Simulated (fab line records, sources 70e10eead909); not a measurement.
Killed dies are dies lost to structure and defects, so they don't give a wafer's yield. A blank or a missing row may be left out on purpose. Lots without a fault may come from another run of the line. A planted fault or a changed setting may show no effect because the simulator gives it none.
fab line records | flow nand_harc
record lots=6 wafers=18 last_day=32
route steps=1302 shown A_CHANNEL_HOLE_D2@585 A_CHANNEL_FILL_D2@610 END@1302
lots that met no fault: from a run of the same line without faults
start_h: hours from the record's first day to the start of the lot's first wafer shown | wait_h: hours since the lot's step before | " the same as in the row above | L1.1+2: a row that stands for several wafers | - no value, or no start given | * or withheld: withheld | < > ~ a bound
route shown NAME@n: a module of which the file shows steps, and the number in the route of the first | usual: mean/standard deviation of fault-free wafers | same: alike in all rows | chamber/n: place in a boat | sites: the reading at each site | _std_site: their standard deviation | _edge_site: outer sites' mean less inner sites' | radius_mm: how far each site lies from the wafer's centre | mask NAME#n: copy n | behind: the tool/chamber that last shaped the wafer | hold: why the lot was held/for how many hours/how that ended | device: the transistor (n, p or np) that didn't switch | end of line: the same wafers' tests at the end of the route | a step without rows: its recipe alone | killed: dies lost to structure and defects at the first sort, not the wafer's yield | map: a wafer's dies, x killed, . not, _ none there
set.NAME: the setting as run; set.NAME@STEP: as run at that earlier step | model.NAME: the simulator's own value behind a step, which no gauge read
lots at some steps of the route; a table a step, a row a wafer
services: from which hour (start_h, from the record's first day; less than 0 if before it) a tool's chamber was out of use, for how many hours, and why
## steps
# step NHARC_A_CHANNEL_HOLE_D2_DESCUM_15
# recipe time_s=3 o2_flow_sccm=200 ar_flow_sccm=0 bias_power_w=0 chemistry=O2
# step NHARC_A_CHANNEL_HOLE_D2_ETCH_38
# recipe target_depth_a=390 over_etch_frac=0.3 time_s=65 ion_energy_ev=80 cf4_flow_sccm=150 ar_flow_sccm=0 rf_w=300 bias_w=100 chemistry=CF4
# step NHARC_A_CHANNEL_HOLE_D2_ETCH_39
# recipe target_depth_a=2600 over_etch_frac=0.3 time_s=325 ion_energy_ev=200 n2_flow_sccm=150 h2_flow_sccm=150 ar_flow_sccm=0 rf_w=400 bias_w=150 chemistry=N2/H2
# usual bias_w=150.0/0.48 chamber_pressure_mTorr=30.005/0.028 drypump_motor_current_A=5.5/0.55 oes_product_au=1.002/0.0096 rf_fwd_power_W=399.2/1 rf_vpp_V=430.7/2.1 showerhead_plenum_p_Torr=2.05/0.073 throttle_valve_pct=14.171/0.0088
# columns lot.wafer tool chamber start_h wait_h bias_w chamber_pressure_mTorr drypump_motor_current_A oes_product_au rf_fwd_power_W rf_hours_counter_h rf_vpp_V showerhead_plenum_p_Torr throttle_valve_pct
L847.4 rie_diel-06 2 - - 150.1 30.024 5.3 1.011 399.2 1 433.4 2.17 14.163
L847.3 " 0 " " 149.9 30.035 5.4 0.988 398.3 1 428.1 1.96 14.175
L847.6 " 2 " " 150.1 29.986 5.3 1.002 399.8 - 434.5 2.17 14.174
L851.3 rie_diel-06 2 - - 150.2 30.029 5.3 1.013 399.2 4 434.6 2.17 14.174
L851.2 " 1 " " 150.3 29.946 4.8 1.009 399.2 3 432.3 2.10 14.179
L851.6 " 3 " " 149.1 30.016 4.8 1.013 398.7 - 430.0 1.98 14.161
L858.4 rie_diel-06 3 - - 150.0 30.022 4.8 1.014 397.6 9 429.6 1.98 14.163
L858.2 " 0 " " 149.9 30.023 5.4 1.002 399.3 9 429.4 1.96 14.158
L858.1 " 1 " " 149.5 30.009 4.8 0.997 399.7 9 433.7 2.10 14.159
L861.4 rie_diel-13 2 - - 150.3 29.978 6.5 1.014 397.9 9 432.0 2.08 14.192
L861.1 " 3 " " 150.8 30.003 5.6 1.000 401.5 7 430.3 2.05 14.168
L861.3 " 0 " " 149.5 29.986 5.0 0.991 398.5 6 430.8 2.05 14.169
L862.4 rie_diel-09 3 - - 149.9 29.938 5.5 0.983 400.2 7 431.5 2.06 14.168
L862.2 " 1 " " 150.5 29.976 6.0 1.007 397.6 8 426.2 1.92 14.172
L862.3 " 2 " " 149.8 29.990 6.3 0.987 399.5 8 431.9 2.09 14.176
L864.4 rie_diel-13 2 - - 150.4 30.000 6.5 0.994 397.7 10 433.2 2.08 14.175
L864.5 " 1 " " 149.7 30.000 5.1 0.990 400.3 - 430.0 2.01 14.156
L864.6 " 2 " " 149.4 30.077 6.5 1.005 399.4 - 430.6 2.08 14.166
# step NHARC_A_CHANNEL_HOLE_D2_ETCH_34
# recipe target_depth_a=1540 time_s=77 cf4_flow_sccm=100 chf3_flow_sccm=30 ar_flow_sccm=0 rf_w=500 bias_w=200 chemistry=CF4/CHF3
# step NHARC_A_CHANNEL_HOLE_D2_ETCH_16
# recipe target_depth_a=31000 over_etch_frac=0.3 time_s=806 ion_energy_ev=150 o2_flow_sccm=400 cos_flow_sccm=20 ar_flow_sccm=0 rf_w=500 bias_w=300 chemistry=O2/COS
# step NHARC_A_CHANNEL_HOLE_D2_CD_MEAS_18
# usual cd_nm=100.0/2.5
# columns lot.wafer tool chamber start_h wait_h cd_nm
L847.3 cd_sem-01 - 339.50 - 101.4
L847.4 " - " " 94.5
L847.6 " - " " 92.8
L851.2 cd_sem-02 - 374.11 - 98.5
L851.3 " - " " 100.8
L851.6 " - " " 105.7
L858.1 cd_sem-02 - 453.59 - 98.3
L858.2 " - " " 101.9
L858.4 " - " " 100.9
L861.1 cd_sem-02 - 487.56 - 101.2
L861.3 " - " " 101.7
L861.4 " - " " 96.3
L862.2 cd_sem-03 - 488.45 - 97.3
L862.3 " - " " 99.8
L862.4 " - " " 100.7
L864.4 cd_sem-03 - 507.32 - 98.1
L864.5 " - " " 99.5
L864.6 " - " " 97.5
# step NHARC_A_CHANNEL_HOLE_D2_ETCH_19
# recipe bias_v=1200 source_w=2500 pressure_mtorr=15 time_s=34.5 ar_flow_sccm=375 c4f8_flow_sccm=28.8 o2_flow_sccm=96.2 temp_c=-20 target_depth_a=* chemistry=C4F8/O2/Ar
# step NHARC_A_CHANNEL_HOLE_D2_ETCH_20
# recipe bias_v=3000 source_w=withheld pressure_mtorr=20 time_s=361.9 ar_flow_sccm=375 c4f8_flow_sccm=89.3 o2_flow_sccm=35.7 temp_c=-20 target_depth_a=16000 chemistry=C4F8/O2/Ar
# step NHARC_A_CHANNEL_HOLE_D2_ETCH_21
# recipe bias_v=3000 source_w=withheld pressure_mtorr=20 time_s=514.3 ar_flow_sccm=375 c4f8_flow_sccm=89.3 o2_flow_sccm=35.7 temp_c=-20 target_depth_a=16000 chemistry=C4F8/O2/Ar
# usual chamber_pressure_mTorr=20.002/0.018 drypump_motor_current_A=5.80/0.11 showerhead_plenum_p_Torr=3.70/0.13 throttle_valve_pct=32.155/0.0093
# columns lot.wafer tool chamber start_h wait_h chamber_pressure_mTorr drypump_motor_current_A rf_hours_counter_h showerhead_plenum_p_Torr throttle_valve_pct
L847.3 har_etch-02 0 340.14 0.3 19.998 5.84 - 3.51 32.146
L847.4 " 1 " " 19.999 5.97 - 3.48 32.143
L847.6 " 0 " " 20.019 5.86 - 3.51 32.160
L851.2 har_etch-01 1 374.60 0.3 19.983 5.65 198 3.65 32.162
L851.3 " 0 " " 20.008 5.76 - 3.67 32.169
L851.6 " 1 " " 20.003 5.66 - 3.65 32.133
L858.1 har_etch-02 1 455.46 0.3 20.005 5.97 35 3.91 32.149
L858.2 " 0 " " 19.991 5.87 35 3.91 32.168
L858.4 " 0 " " 20.010 5.86 - 3.91 32.146
L861.1 har_etch-02 0 488.13 0.3 20.014 5.87 50 3.90 32.123
L861.4 " 1 " " 19.990 5.98 - 3.90 32.162
L861.3 " 0 " " 20.028 5.87 - 3.90 32.144
L862.2 har_etch-01 1 489.02 0.3 20.002 5.68 267 3.62 32.137
L862.4 " 0 " " 19.959 5.84 - 3.64 32.149
L862.3 " 1 " " 20.025 5.67 - 3.62 32.145
L864.4 har_etch-01 0 510.25 0.3 19.965 5.78 - 3.63 32.149
L864.6 " 0 " " 19.997 5.76 - 3.63 32.166
L864.5 " 1 " " 19.995 5.66 - 3.61 32.164
# step NHARC_A_CHANNEL_HOLE_D2_ETCH_22
# recipe bias_v=3000 source_w=withheld pressure_mtorr=20 time_s=666.7 ar_flow_sccm=375 c4f8_flow_sccm=89.3 o2_flow_sccm=35.7 temp_c=-20 target_depth_a=16000 chemistry=C4F8/O2/Ar
# usual chamber_pressure_mTorr=20.003/0.017 drypump_motor_current_A=5.80/0.11 showerhead_plenum_p_Torr=3.70/0.13 throttle_valve_pct=32.154/0.0095
# columns lot.wafer tool chamber start_h wait_h chamber_pressure_mTorr drypump_motor_current_A rf_hours_counter_h showerhead_plenum_p_Torr throttle_valve_pct
L847.3 har_etch-02 0 340.62 0.4 20.003 5.87 - 3.51 32.160
L847.4 " 1 " " 19.981 5.95 - 3.48 32.144
L847.6 " 0 " " 19.973 5.87 - 3.51 32.167
L851.2 har_etch-01 1 375.03 0.4 20.025 5.68 199 3.65 32.159
L851.3 " 0 " " 20.010 5.78 - 3.67 32.162
L851.6 " 1 " " 19.993 5.67 - 3.65 32.136
L858.1 har_etch-02 1 455.90 0.4 20.000 5.96 35 3.91 32.151
L858.2 " 0 " " 19.994 5.87 35 3.91 32.160
L858.4 " 0 " " 20.021 5.87 - 3.91 32.165
L861.1 har_etch-02 0 488.59 0.4 19.990 5.87 51 3.90 32.163
L861.4 " 1 " " 20.014 5.95 - 3.90 32.154
L861.3 " 0 " " 19.996 5.86 - 3.90 32.160
L862.2 har_etch-01 1 489.48 0.4 20.007 5.68 267 3.62 32.159
L862.4 " 0 " " 19.998 5.73 - 3.64 32.158
L862.3 " 1 " " 20.016 5.66 - 3.62 32.166
L864.4 har_etch-01 0 510.74 0.4 20.018 5.81 - 3.63 32.166
L864.6 " 0 " " 20.001 5.79 - 3.63 32.162
L864.5 " 1 " " 19.998 5.68 - 3.61 32.141
# step NHARC_A_CHANNEL_HOLE_D2_ETCH_23
# recipe bias_v=5000 source_w=withheld pressure_mtorr=20 time_s=819 ar_flow_sccm=375 c4f8_flow_sccm=89.3 o2_flow_sccm=35.7 temp_c=-20 target_depth_a=16000 chemistry=C4F8/O2/Ar
# usual chamber_pressure_mTorr=20.000/0.019 drypump_motor_current_A=5.80/0.11 showerhead_plenum_p_Torr=3.70/0.13 throttle_valve_pct=32.155/0.0093
# columns lot.wafer tool chamber start_h wait_h chamber_pressure_mTorr drypump_motor_current_A rf_hours_counter_h showerhead_plenum_p_Torr throttle_valve_pct
L847.3 har_etch-02 0 341.23 0.5 19.962 5.86 - 3.51 32.158
L847.4 " 1 " " 20.017 5.98 - 3.48 32.155
L847.6 " 0 " " 19.990 5.86 - 3.51 32.162
L851.2 har_etch-01 1 375.60 0.5 20.008 5.65 199 3.65 32.151
L851.3 " 0 " " 19.987 5.76 - 3.67 32.163
L851.6 " 1 " " 20.004 5.67 - 3.65 32.168
L858.1 har_etch-02 1 456.45 0.5 20.009 5.96 36 3.91 32.163
L858.2 " 0 " " 20.003 5.87 36 3.91 32.160
L858.4 " 0 " " 20.044 5.87 - 3.91 32.149
L861.1 har_etch-02 0 489.18 0.5 20.000 5.86 51 3.90 32.149
L861.4 " 1 " " 19.998 5.97 - 3.90 32.152
L861.3 " 0 " " 20.005 5.86 - 3.90 32.149
L862.2 har_etch-01 1 490.08 0.5 20.012 5.66 268 3.62 32.142
L862.4 " 0 " " 19.982 5.80 - 3.63 32.162
L862.3 " 1 " " 20.032 5.69 - 3.62 32.161
L864.4 har_etch-01 0 511.34 0.5 19.981 5.77 - 3.63 32.165
L864.6 " 0 " " 20.000 5.79 - 3.63 32.166
L864.5 " 1 " " 19.993 5.68 - 3.61 32.155
# step NHARC_A_CHANNEL_HOLE_D2_ETCH_24
# recipe bias_v=5000 source_w=withheld pressure_mtorr=20 time_s=906.2 ar_flow_sccm=375 c4f8_flow_sccm=93.8 o2_flow_sccm=31.2 temp_c=-20 target_depth_a=15000 chemistry=C4F8/O2/Ar
# step NHARC_A_CHANNEL_HOLE_D2_ETCH_25
# recipe bias_v=5000 source_w=withheld pressure_mtorr=20 time_s=1040.2 ar_flow_sccm=375 c4f8_flow_sccm=93.8 o2_flow_sccm=31.2 temp_c=-20 target_depth_a=15000 chemistry=C4F8/O2/Ar
# usual chamber_pressure_mTorr=19.998/0.018 drypump_motor_current_A=5.80/0.11 showerhead_plenum_p_Torr=3.69/0.13 throttle_valve_pct=32.234/0.0091
# columns lot.wafer tool chamber start_h wait_h chamber_pressure_mTorr drypump_motor_current_A rf_hours_counter_h showerhead_plenum_p_Torr throttle_valve_pct
L847.3 har_etch-02 0 342.75 0.7 19.989 5.86 - 3.50 32.250
L847.4 " 1 " " 20.002 5.96 - 3.48 32.235
L847.6 " 0 " " 20.003 5.83 - 3.50 32.232
L851.2 har_etch-01 1 377.05 0.6 19.996 5.65 201 3.65 32.223
L851.3 " 0 " " 19.987 5.77 - 3.67 32.231
L851.6 " 1 " " 20.003 5.69 - 3.65 32.251
L858.1 har_etch-02 1 457.91 0.6 20.009 5.97 37 3.91 32.240
L858.2 " 0 " " 20.008 5.88 37 3.91 32.224
L858.4 " 0 " " 20.014 5.86 - 3.91 32.228
L861.1 har_etch-02 0 490.67 0.7 20.010 5.85 53 3.90 32.242
L861.4 " 1 " " 20.016 5.97 - 3.90 32.219
L861.3 " 0 " " 19.978 5.87 - 3.90 32.244
L862.2 har_etch-01 1 491.57 0.7 19.965 5.65 270 3.61 32.224
L862.4 " 0 " " 19.996 5.76 - 3.63 32.226
L862.3 " 1 " " 20.035 5.67 - 3.61 32.231
L864.4 har_etch-01 0 512.87 0.7 19.972 5.77 - 3.62 32.241
L864.6 " 0 " " 19.976 5.80 - 3.62 32.235
L864.5 " 1 " " 19.976 5.67 - 3.61 32.235
# step NHARC_A_CHANNEL_HOLE_D2_ETCH_26
# recipe bias_v=300 source_w=2000 pressure_mtorr=30 time_s=224.1 ar_flow_sccm=375 c4f8_flow_sccm=11.4 o2_flow_sccm=113.6 temp_c=-20 target_depth_a=3000 chemistry=C4F8/O2/Ar
# step NHARC_A_CHANNEL_HOLE_D2_ETCH_27
# recipe bias_v=400 source_w=2000 pressure_mtorr=25 time_s=90 ar_flow_sccm=375 c4f8_flow_sccm=41.7 o2_flow_sccm=83.3 temp_c=-20 target_depth_a=4000 chemistry=C4F8/O2/Ar
# usual chamber_pressure_mTorr=24.998/0.023 drypump_motor_current_A=5.80/0.11 rf_fwd_power_W=1987/6.3 showerhead_plenum_p_Torr=3.74/0.14 throttle_valve_pct=27.620/0.0091
# columns lot.wafer tool chamber start_h wait_h chamber_pressure_mTorr drypump_motor_current_A rf_fwd_power_W rf_hours_counter_h showerhead_plenum_p_Torr throttle_valve_pct
L847.3 har_etch-02 0 343.60 0.2 25.010 5.85 1994 - 3.54 27.615
L847.4 " 1 " " 25.007 5.95 1979 - 3.51 27.635
L847.6 " 0 " " 25.031 5.85 1991 - 3.54 27.618
L851.2 har_etch-01 1 378.14 0.2 24.989 5.66 1994 202 3.69 27.628
L851.3 " 0 " " 25.001 5.81 1988 - 3.71 27.614
L851.6 " 1 " " 25.012 5.68 1992 - 3.69 27.621
L858.1 har_etch-02 1 459.00 0.2 24.999 5.97 1996 38 3.96 27.624
L858.2 " 0 " " 24.977 5.85 1983 38 3.96 27.616
L858.4 " 0 " " 25.020 5.86 1985 - 3.96 27.615
L861.1 har_etch-02 0 491.64 0.2 24.993 5.86 1997 54 3.95 27.631
L861.4 " 1 " " 25.026 5.96 1999 - 3.95 27.620
L861.3 " 0 " " 25.018 5.85 1993 - 3.95 27.619
L862.2 har_etch-01 1 492.53 0.2 24.997 5.67 1994 270 3.65 27.610
L862.4 " 0 " " 24.946 5.77 1971 - 3.67 27.615
L862.3 " 1 " " 25.023 5.67 1987 - 3.65 27.629
L864.4 har_etch-01 0 513.72 0.2 24.995 5.76 1990 - 3.66 27.600
L864.6 " 0 " " 25.030 5.77 1990 - 3.67 27.621
L864.5 " 1 " " 24.994 5.66 1980 - 3.65 27.622
# step NHARC_A_CHANNEL_HOLE_D2_STRIP_41
# recipe n2_flow_sccm=150 h2_flow_sccm=150 ar_flow_sccm=0 bias_w=0 chemistry=N2/H2
# step NHARC_A_CHANNEL_HOLE_D2_STRIP_42
# recipe cf4_flow_sccm=100 chf3_flow_sccm=30 ar_flow_sccm=0 bias_w=0 chemistry=CF4/CHF3
# step NHARC_A_CHANNEL_HOLE_D2_STRIP_43
# recipe o2_flow_sccm=400 cos_flow_sccm=20 ar_flow_sccm=0 bias_w=0 chemistry=O2/COS
# step NHARC_A_CHANNEL_HOLE_D2_ETCH_44
# recipe target_depth_a=1400 overetch_a=140 time_s=77 ion_energy_ev=100 cf4_flow_sccm=80 o2_flow_sccm=20 ar_flow_sccm=0 rf_w=300 bias_w=100 chemistry=CF4/O2
# step NHARC_A_CHANNEL_HOLE_D2_STRIP_28
# recipe o2_flow_sccm=500 ar_flow_sccm=0 bias_w=0 chemistry=O2
# step NHARC_A_CHANNEL_HOLE_D2_PRECLEAN_29
# recipe time_s=* temp_c=50 bath_age_min=0 chemistry=SC1
# step NHARC_A_CHANNEL_HOLE_D2_SRD_30
# step NHARC_A_CHANNEL_HOLE_D2_CD_MEAS_31
# usual cd_nm=90.2/1.3
# columns lot.wafer tool chamber start_h wait_h cd_nm
L847.3 cd_sem-03 - 345.08 - 88.4
L847.4 " - " " 90.4
L847.6 " - " " 89.4
L851.2 cd_sem-01 - 379.69 - 89.3
L851.3 " - " " 92.0
L851.6 " - " " 90.1
L858.1 cd_sem-01 - 460.55 - 90.0
L858.2 " - " " 90.0
L858.4 " - " " 89.7
L861.1 cd_sem-01 - 493.14 - 90.0
L861.3 " - " " 90.6
L861.4 " - " " 91.7
L862.2 cd_sem-03 - 494.05 - 89.2
L862.3 " - " " 88.1
L862.4 " - " " 89.9
L864.4 cd_sem-02 - 515.36 - 90.1
L864.5 " - " " 88.7
L864.6 " - " " 90.2
# step NHARC_A_CHANNEL_HOLE_D2_XSEM_32
# recipe landing_energy_ev=35000
# step NHARC_A_CHANNEL_HOLE_D2_INSPECT_40
# usual raw_defect_count=280/77
# columns lot.wafer tool chamber start_h wait_h raw_defect_count
L847.3 defect_inspect-02 - 345.26 - 311
L847.4 " - " " 371
L847.6 " - " " 244
L851.2 defect_inspect-02 - 379.88 - 354
L851.3 " - " " 218
L851.6 " - " " 288
L858.1 defect_inspect-02 - 460.73 - 659
L858.2 " - " " 275
L858.4 " - " " 168
L861.1 defect_inspect-01 - 493.32 - 225
L861.3 " - " " 280
L861.4 " - " " 774
L862.2 defect_inspect-01 - 494.23 - 547
L862.3 " - " " 417
L862.4 " - " " 368
L864.4 defect_inspect-01 - 515.54 - 291
L864.5 " - " " 360
L864.6 " - " " 265
# step NHARC_A_CHANNEL_FILL_D2_PRECLEAN_00
# recipe time_s=* temp_c=50 bath_age_min=0 chemistry=SC1
# step NHARC_END_SORT_01
# recipe temp_c=25
# usual killed_at_array=65/19 killed_at_other=0.9/1.1 killed_at_periphery=3.5/2.3 killed_dies=69/19 killed_open=3.2/1.8 killed_short=2.4/1.5
# same gross_dies=677
# columns lot.wafer tool chamber start_h wait_h killed_at_array killed_at_other killed_at_periphery killed_dies killed_open killed_short
L858.1 prober-01 0 714.74 2.5 111 0 5 116 4 3
L861.4 prober-01 0 763.83 3.4 129 1 3 133 3 4
# killed by level:class
L858.1 A_CHANNEL_HOLE_D2:unspecified=82 A_CHANNEL_HOLE_D1:chamber_film_flake=12 A_CONTACT:chamber_film_flake=6 P_GATE:chamber_film_flake=4 A_DECK1_JOINT:chamber_film_flake=2 A_CHANNEL_FILL_D1:geometric_particle:open=1 A_CHANNEL_FILL_D1:geometric_particle:short=1 A_ONON_D2:geometric_particle:short=1
L861.4 A_CHANNEL_HOLE_D2:unspecified=60 A_SLIT:chamber_film_flake=37 A_CHANNEL_HOLE_D1:chamber_film_flake=17 A_CONTACT:chamber_film_flake=5 A_CHANNEL_HOLE_D2:geometric_particle:short=2 A_STAIRCASE:chamber_film_flake=2 P_M0:geometric_particle:open=1 A_CHANNEL_HOLE_D1:geometric_particle:short=1
# map L858.1 (x killed, . not)
____________.____________
_________......._________
_______..........._______
______.............______
_____..............._____
____.................____
____.................____
___...................___
___...................___
__.............x.......__
__...............x.....__
_.................x....._
_...........x..........._
_x.......x.x............_
_.xx......xx...x........_
_.x....xx.x..x.........._
.xx....x.x...x...........
......xxxx.x.............
......xxxx.xx.........x..
...x.xxxxxxx...x......x..
....xxxxxxx..............
_...xxxxxxxx......x....._
_...xxxxxxxx..........x._
_...xxxxxxxxx..........._
_x..xxxxxxxxx......x...._
_...xxxxxxxx........x..._
__...xxxxxx..x.........__
__.....xxx.............__
___.....x.............___
___......x............___
____...x.x...........____
____.x...............____
_____........x......_____
______.......x.....______
_______..........._______
_________.x....._________
____________.____________
# map L861.4 (x killed, . not)
____________.____________
_________......._________
_______..........._______
______.............______
_____........x......_____
____.....x...........____
____....x............____
___...................___
___...........x.......___
__x........x...........__
__.....................__
_...........xx.........._
_..........xx..........._
_.......xxxx..x........._
_.x.......xxxxxx........_
_......x..xxxxx....x..x._
........xxxxxxx..........
.x...xxxxxxxxxxx.........
......xxxxxxx............
..x..xxxxxxx.............
..xx.xxxxxx..x.......x...
_....xxxxxxxxx.........._
_....xxxxxxx............_
_...xxxxxxxxx..........._
_....xxxxxxx............_
_...x.xxxxx..x.......x.._
__...xxxxxx............__
__...xxxxx.x...........__
___..xx...............___
___......x............___
____.................____
____........x.x......____
_____...x.x........._____
______.............______
_______..........._______
_________......._________
____________.____________
## services
# columns tool chamber start_h hours kind
rie_diel-09 - 320.44 9.0 pm
rie_diel-13 - 342.32 9.0 pm
rie_diel-13 1 359.08 5.3 repair
har_etch-02 - 366.35 0.4 repair
rie_diel-06 0 370.52 2.8 repair
rie_diel-13 3 377.40 12.9 repair
har_etch-02 - 380.70 17.0 pm
har_etch-02 0 380.70 17.0 vent_cycle
har_etch-02 1 380.70 17.0 vent_cycle
rie_diel-06 3 382.67 8.1 repair
rie_diel-06 2 387.62 29.1 repair
har_etch-02 0 397.70 - clean
har_etch-02 0 397.70 - consumable_replace:focus_ring
har_etch-02 0 397.70 - consumable_replace:showerhead
har_etch-02 1 397.70 - clean
har_etch-02 1 397.70 - consumable_replace:esc
har_etch-02 1 397.70 - consumable_replace:focus_ring
rie_diel-09 1 417.17 2.6 repair
rie_diel-09 3 442.98 19.6 repair
rie_diel-06 - 484.22 9.0 pm
rie_diel-09 - 491.68 1.0 repair
rie_diel-13 1 496.24 3.4 repair
rie_diel-09 - 497.44 9.0 pm
rie_diel-06 3 509.87 5.3 repair
## key
first_sign step=NHARC_A_CHANNEL_HOLE_D2_INSPECT_40 reading=raw_defect_count direction=up sigmas=5.7 usual=280 struck=716
effect step=NHARC_END_SORT_01 reading=killed_at_array direction=up sigmas=2.9 usual=65 struck=120
more_kills_born_at NHARC_A_CHANNEL_HOLE_D2_ETCH_25@har_etch-02=121
met_at NHARC_A_CHANNEL_HOLE_D2_ETCH_25
struck_wafers L858.1,L861.4
tester_left_out L858,L861
onset_between 342.75 457.91
fault kind=chamber_particle_source tool=har_etch-02 chamber=1 onset_h=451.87 steps=NHARC_A_CHANNEL_HOLE_D2_ETCH_25 rate_per_visit_cm2=0.69925 end_h=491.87
# tester_left_out: of these lots the tester's yield and bins aren't shown, on N5 and GAA mostly nor the transistor test; their killed dies are dies lost to structure and defects alone, not to doping, threshold or leakage, so they don't give the yield
